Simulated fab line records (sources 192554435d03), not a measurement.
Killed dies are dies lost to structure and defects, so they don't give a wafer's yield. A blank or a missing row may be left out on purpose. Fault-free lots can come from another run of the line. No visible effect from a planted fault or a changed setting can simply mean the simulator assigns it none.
Chamber matching + flow n5Finfet + rieDiel-01 running N5_BEOL_M10_ETCH_66: 4 sister chambers
The step etches SOC in N2/H2, target depth 120 nm, overetch 24 nm, time 180 s. 20 wafers are shown with their chamber, then 10 later ones without.

EACH WAFER AND ITS CHAMBER
| wafer  | chamber | drypumpMotorCurrentA (A) | showerheadPlenumPTorr (Torr) | throttleValvePct (%) |
|--------|---------|--------------------------|------------------------------|----------------------|
| L074.2 | 3       | 5.1                      | 2.48                         | 17.51                |
| L074.5 | 3       | 5.1                      | 2.48                         | 17.52                |
| L074.6 | 0       | 6.8                      | 2.51                         | 17.82                |
| L077.1 | 3       | 5.1                      | 2.47                         | 17.52                |
| L077.2 | 0       | 6.8                      | 2.51                         | 17.81                |
| L077.5 | 3       | 5.1                      | 2.47                         | 17.52                |
| L078.1 | 3       | 5.1                      | 2.47                         | 17.55                |
| L078.4 | 0       | 6.8                      | 2.51                         | 17.82                |
| L078.6 | 3       | 5.1                      | 2.47                         | 17.53                |
| L079.2 | 0       | 6.8                      | 2.51                         | 17.83                |
| L079.3 | 2       | 4.9                      | 2.42                         | 17.96                |
| L079.4 | 1       | 6.1                      | 2.66                         | 17.96                |
| L086.3 | 2       | 4.9                      | 2.41                         | 17.97                |
| L086.4 | 3       | 5.1                      | 2.47                         | 17.56                |
| L086.5 | 3       | 5.1                      | 2.47                         | 17.54                |
| L087.1 | 3       | 5.1                      | 2.47                         | 17.55                |
| L087.4 | 2       | 4.9                      | 2.41                         | 17.99                |
| L087.5 | 1       | 6.2                      | 2.66                         | 18.01                |
| L088.1 | 3       | 5.1                      | 2.47                         | 17.58                |
| L088.3 | 2       | 4.9                      | 2.41                         | 17.99                |

SIGNATURES (means of the wafers above)
| reading               | chamber 0 | chamber 1 | chamber 2 | chamber 3 | scatter within a chamber |
|-----------------------|-----------|-----------|-----------|-----------|--------------------------|
| drypumpMotorCurrentA  | 6.800     | 6.150     | 4.900     | 5.100     | 0.0177                   |
| showerheadPlenumPTorr | 2.5100    | 2.6600    | 2.4125    | 2.4720    | 0.00383                  |
| throttleValvePct      | 17.8200   | 17.9850   | 17.9775   | 17.5380   | 0.0201                   |
Rule: for each reading, subtract the chamber's mean from the wafer's reading, divide by that reading's scatter and square the result; add these up over the readings and take the root, which gives the wafer's distance from the chamber. The wafer belongs to the nearest chamber; if the next one is less than 2 further off, it can't be placed. The scatter is the square root of a quotient: the sum, over the shown wafers, of each reading's squared deviation from its chamber's mean, divided by wafers minus chambers.

WAFERS WITH NO CHAMBER GIVEN
| wafer  | drypumpMotorCurrentA (A) | showerheadPlenumPTorr (Torr) | throttleValvePct (%) |
|--------|--------------------------|------------------------------|----------------------|
| L088.6 | 6.1                      | 2.66                         | 17.99                |
| L091.1 | 6.2                      | 2.65                         | 18.00                |
| L091.5 | 6.1                      | 2.65                         | 18.01                |
| L091.6 | 4.9                      | 2.41                         | 18.00                |
| L094.2 | 4.9                      | 2.40                         | 18.02                |
| L094.4 | 4.9                      | 2.40                         | 18.02                |
| L094.6 | 6.8                      | 2.49                         | 17.89                |
| L096.2 | 6.8                      | 2.49                         | 17.92                |
| L096.4 | 5.1                      | 2.46                         | 17.59                |
| L096.6 | 6.8                      | 2.49                         | 17.90                |

WHICH CHAMBER EACH WENT THROUGH
| wafer  | from the rows above | in truth |
|--------|---------------------|----------|
| L088.6 | 1                   | 1        |
| L091.1 | 1                   | 1        |
| L091.5 | 1                   | 1        |
| L091.6 | 2                   | 2        |
| L094.2 | 2                   | 2        |
| L094.4 | 2                   | 2        |
| L094.6 | 0                   | 0        |
| L096.2 | 0                   | 0        |
| L096.4 | 3                   | 3        |
| L096.6 | 0                   | 0        |
Correct placement for 10 of the 10. Can't be placed from these rows: 0. Placed wrongly: 0.
